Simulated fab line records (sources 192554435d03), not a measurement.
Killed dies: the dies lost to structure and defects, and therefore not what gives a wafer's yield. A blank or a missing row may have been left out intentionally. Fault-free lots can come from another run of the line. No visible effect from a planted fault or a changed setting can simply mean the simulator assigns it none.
Matching of chambers / flow n5-finfet / N5_MOL_CONTACT_COAG_STRIP_96 on rie-diel-01: 4 sister chambers
The step strips in N2/H2. 16 wafers are shown with their chamber, then 8 later ones without.

## EACH WAFER AND ITS CHAMBER
wafer=L076.1; chamber=1; drypump-motor-current-A (A)=5.8; showerhead-plenum-p-Torr (Torr)=3.30; oes-product-au (a.u.)=0.96
wafer=L076.4; chamber=2; drypump-motor-current-A (A)=6.6; showerhead-plenum-p-Torr (Torr)=3.23; oes-product-au (a.u.)=0.77
wafer=L076.5; chamber=1; drypump-motor-current-A (A)=5.8; showerhead-plenum-p-Torr (Torr)=3.30; oes-product-au (a.u.)=0.96
wafer=L079.1; chamber=0; drypump-motor-current-A (A)=6.4; showerhead-plenum-p-Torr (Torr)=3.46; oes-product-au (a.u.)=0.73
wafer=L079.4; chamber=3; drypump-motor-current-A (A)=6.0; showerhead-plenum-p-Torr (Torr)=3.27; oes-product-au (a.u.)=0.97
wafer=L079.6; chamber=1; drypump-motor-current-A (A)=5.8; showerhead-plenum-p-Torr (Torr)=3.30; oes-product-au (a.u.)=0.96
wafer=L081.1; chamber=0; drypump-motor-current-A (A)=6.4; showerhead-plenum-p-Torr (Torr)=3.46; oes-product-au (a.u.)=0.72
wafer=L081.3; chamber=3; drypump-motor-current-A (A)=6.0; showerhead-plenum-p-Torr (Torr)=3.27; oes-product-au (a.u.)=0.96
wafer=L081.4; chamber=1; drypump-motor-current-A (A)=5.8; showerhead-plenum-p-Torr (Torr)=3.30; oes-product-au (a.u.)=0.94
wafer=L089.2; chamber=0; drypump-motor-current-A (A)=6.4; showerhead-plenum-p-Torr (Torr)=3.45; oes-product-au (a.u.)=0.70
wafer=L089.3; chamber=3; drypump-motor-current-A (A)=5.9; showerhead-plenum-p-Torr (Torr)=3.26; oes-product-au (a.u.)=0.93
wafer=L089.6; chamber=1; drypump-motor-current-A (A)=5.8; showerhead-plenum-p-Torr (Torr)=3.29; oes-product-au (a.u.)=0.91
wafer=L091.1; chamber=1; drypump-motor-current-A (A)=5.8; showerhead-plenum-p-Torr (Torr)=3.29; oes-product-au (a.u.)=0.89
wafer=L091.2; chamber=3; drypump-motor-current-A (A)=6.0; showerhead-plenum-p-Torr (Torr)=3.26; oes-product-au (a.u.)=0.92
wafer=L091.6; chamber=0; drypump-motor-current-A (A)=6.4; showerhead-plenum-p-Torr (Torr)=3.45; oes-product-au (a.u.)=0.71
wafer=L093.1; chamber=0; drypump-motor-current-A (A)=6.4; showerhead-plenum-p-Torr (Torr)=3.45; oes-product-au (a.u.)=0.71

SIGNATURES, as means of the wafers listed above
reading=drypump-motor-current-A; chamber 0=6.400; chamber 1=5.800; chamber 2=6.600; chamber 3=5.975; scatter within a chamber=0.025
reading=showerhead-plenum-p-Torr; chamber 0=3.4540; chamber 1=3.2967; chamber 2=3.2300; chamber 3=3.2650; scatter within a chamber=0.00543
reading=oes-product-au; chamber 0=0.7140; chamber 1=0.9367; chamber 2=0.7700; chamber 3=0.9450; scatter within a chamber=0.0237
Rule: distance of a wafer from a chamber = root of the sum over the readings of ((wafer's reading minus chamber's mean) / reading's scatter) squared. If the next closest chamber is less than 2 further off than the closest, the wafer can't be placed; otherwise it belongs to the closest. How the scatter is found: for the shown wafers, subtract from each reading the mean of its chamber, square and add these, divide the total by (wafers less chambers), then take the root.

## WAFERS MISSING THEIR CHAMBER
wafer=L093.4; drypump-motor-current-A (A)=5.8; showerhead-plenum-p-Torr (Torr)=3.28; oes-product-au (a.u.)=0.90
wafer=L093.6; drypump-motor-current-A (A)=5.8; showerhead-plenum-p-Torr (Torr)=3.28; oes-product-au (a.u.)=0.91
wafer=L094.1; drypump-motor-current-A (A)=5.8; showerhead-plenum-p-Torr (Torr)=3.28; oes-product-au (a.u.)=0.89
wafer=L094.2; drypump-motor-current-A (A)=6.0; showerhead-plenum-p-Torr (Torr)=3.25; oes-product-au (a.u.)=0.91
wafer=L094.5; drypump-motor-current-A (A)=6.4; showerhead-plenum-p-Torr (Torr)=3.45; oes-product-au (a.u.)=0.70
wafer=L096.2; drypump-motor-current-A (A)=6.4; showerhead-plenum-p-Torr (Torr)=3.44; oes-product-au (a.u.)=0.70
wafer=L096.4; drypump-motor-current-A (A)=5.8; showerhead-plenum-p-Torr (Torr)=3.28; oes-product-au (a.u.)=0.88
wafer=L096.5; drypump-motor-current-A (A)=6.5; showerhead-plenum-p-Torr (Torr)=3.44; oes-product-au (a.u.)=0.69

## CHAMBER TAKEN BY EACH
wafer=L093.4; from the rows above=1; in truth=1
wafer=L093.6; from the rows above=1; in truth=1
wafer=L094.1; from the rows above=1; in truth=1
wafer=L094.2; from the rows above=3; in truth=3
wafer=L094.5; from the rows above=0; in truth=0
wafer=L096.2; from the rows above=0; in truth=0
wafer=L096.4; from the rows above=1; in truth=1
wafer=L096.5; from the rows above=0; in truth=0
Correct placement for 8 of the 8. Can't be placed from these rows: 0. Number placed wrongly: 0.
